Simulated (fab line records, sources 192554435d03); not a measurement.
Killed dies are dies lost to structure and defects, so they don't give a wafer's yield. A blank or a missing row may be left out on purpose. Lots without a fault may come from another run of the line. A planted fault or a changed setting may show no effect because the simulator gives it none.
Which tool did it? | flow n5_finfet | 6 lots, 16 wafers sampled, at 3 steps of a route of 1938

WHAT THE GAUGES READ, wafer by wafer
N5_STI_FIN_REVEAL_FIN_H_MEAS_10.
lot  | measured    | on     | trench_depth_nm (nm)
L890 | day 2 19:46 | ocd-01 | 52.5 52.3 53.0
L892 | day 3 08:07 | ocd-01 | 52.3 52.6 52.3
L896 | day 4 05:45 | ocd-01 | 55.0
L898 | day 4 18:51 | ocd-02 | 52.1 52.3 52.0
L900 | day 5 09:55 | ocd-01 | 51.7 52.3 51.8
L908 | day 7 07:57 | ocd-02 | 51.3 52.7 51.8

WHICH TOOL RAN EACH LOT (tool, then ch and the chambers of the sampled wafers, then the start)
lot  | N5_STI_FIN_REVEAL_STRIP_24        | N5_STI_FIN_REVEAL_RECESS_09
L890 | rie_diel-06 ch 0,1,3, day 2 16:34 | vapor_etch-01 ch 0,1, day 2 16:47
L892 | rie_diel-06 ch 0,1,3, day 3 05:08 | vapor_etch-02 ch 0,1, day 3 05:56
L896 | rie_diel-05 ch 0, day 4 02:52     | vapor_etch-02 ch 1, day 4 04:06
L898 | rie_diel-06 ch 0,1,2, day 4 15:56 | vapor_etch-01 ch 0, day 4 16:08
L900 | rie_diel-06 ch 2,3, day 5 06:59   | vapor_etch-01 ch 0,1, day 5 07:13
L908 | rie_diel-04 ch 2,3, day 7 05:02   | vapor_etch-01 ch 0,1, day 7 05:15
- N5_STI_FIN_REVEAL_STRIP_24: strips in N2/H2, time 90 s.
- N5_STI_FIN_REVEAL_RECESS_09: chemistry HF/NH3, target SiO2, afs cycles 11, target depth 42.5 nm, sublimation time 60 s.

THE ANSWER, worked out from the rows above alone
Rule: what is usual is taken from the lots themselves. Put in order of their means at a reading, lots are off if they are a third of the lots or fewer, leave a main group of 4 or more, and stand apart from it by a gap of 3 or more times the standard deviation of the main group's means; of several such gaps the widest counts. A main group whose means are all the same, to the digits that the tables above print for the reading, isn't used. A lot without any number at a reading at which 4 lots or more have one is off too. The other lots that the step has rows for count as sound.
Off: L896, at N5_STI_FIN_REVEAL_FIN_H_MEAS_10 (trench_depth_nm). The main group: mean 52.2 nm, standard deviation 0.26.
A tool fits if, at a process step before that reading, it ran every lot that is off, and no sound lot after the first of them. The gauges at N5_STI_FIN_REVEAL_FIN_H_MEAS_10 are tried like those tools. Can't be told from this: 2 tools fit, rie_diel-05 at N5_STI_FIN_REVEAL_STRIP_24, vapor_etch-02 at N5_STI_FIN_REVEAL_RECESS_09.

WHAT THE SIMULATOR HAD PUT IN
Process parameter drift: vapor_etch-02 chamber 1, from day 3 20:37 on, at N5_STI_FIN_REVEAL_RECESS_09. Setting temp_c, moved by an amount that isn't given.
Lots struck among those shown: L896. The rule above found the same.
